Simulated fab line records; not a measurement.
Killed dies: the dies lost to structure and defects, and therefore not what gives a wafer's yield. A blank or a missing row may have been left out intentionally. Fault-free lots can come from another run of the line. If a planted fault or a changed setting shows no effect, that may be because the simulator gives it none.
Matching of chambers -- flow n5_finfet -- 4 sister chambers for N5_BEOL_M9_STRIP_36 on rie_diel-05
The step strips in N2/H2. 18 wafers are shown with their chamber, then 9 later ones without.

== EACH WAFER AND ITS CHAMBER ==
wafer,chamber,drypump_motor_current_A (A),showerhead_plenum_p_Torr (Torr),oes_product_au (a.u.)
L076.1,0,6.1,2.56,0.82
L076.4,2,5.3,2.64,0.72
L076.6,3,6.1,2.43,0.79
L075.1,0,6.1,2.56,0.81
L075.3,1,6.3,2.62,0.67
L075.5,1,6.3,2.62,0.68
L079.1,2,5.3,2.64,0.70
L079.2,1,6.3,2.61,0.66
L079.5,3,6.2,2.43,0.77
L078.1,0,6.1,2.56,0.81
L078.2,1,6.4,2.61,0.66
L078.4,2,5.3,2.64,0.71
L088.1,3,6.1,2.42,0.76
L088.2,0,6.1,2.54,0.81
L088.4,3,6.1,2.42,0.75
L087.1,2,5.3,2.63,0.69
L087.3,3,6.1,2.42,0.76
L087.5,2,5.3,2.63,0.69

SIGNATURES (averages over the wafers above)
reading,chamber 0,chamber 1,chamber 2,chamber 3,scatter within a chamber
drypump_motor_current_A,6.100,6.325,5.300,6.120,0.0333
showerhead_plenum_p_Torr,2.5550,2.6150,2.6360,2.4240,0.00676
oes_product_au,0.8125,0.6675,0.7020,0.7660,0.0118
Rule: a wafer's distance from a chamber is the root of the sum, over the readings, of the square of ((its reading less the chamber's mean) divided by the reading's scatter). If the next closest chamber is less than 2 further off than the closest, the wafer can't be placed; otherwise it belongs to the closest. The scatter: the root of (the sum of the squares of (reading less its chamber's mean) over the shown wafers, divided by (wafers less chambers)).

== WAFERS MISSING THEIR CHAMBER ==
wafer,drypump_motor_current_A (A),showerhead_plenum_p_Torr (Torr),oes_product_au (a.u.)
L090.2,6.1,2.54,0.79
L090.3,5.3,2.63,0.68
L090.4,6.1,2.42,0.75
L096.1,6.2,2.41,0.75
L096.2,6.1,2.54,0.78
L096.6,5.3,2.62,0.68
L097.1,6.3,2.60,0.92
L097.3,6.1,2.54,0.76
L097.5,6.3,2.60,0.92

== WHICH CHAMBER EACH ONE RAN IN ==
wafer,from the rows above,in truth
L090.2,0,0
L090.3,2,2
L090.4,3,3
L096.1,3,3
L096.2,0,0
L096.6,2,2
L097.1,0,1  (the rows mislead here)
L097.3,0,0
L097.5,0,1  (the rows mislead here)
Correctly placed: 7 of 9. Left unplaced by these rows: 0. Number placed wrongly: 2.
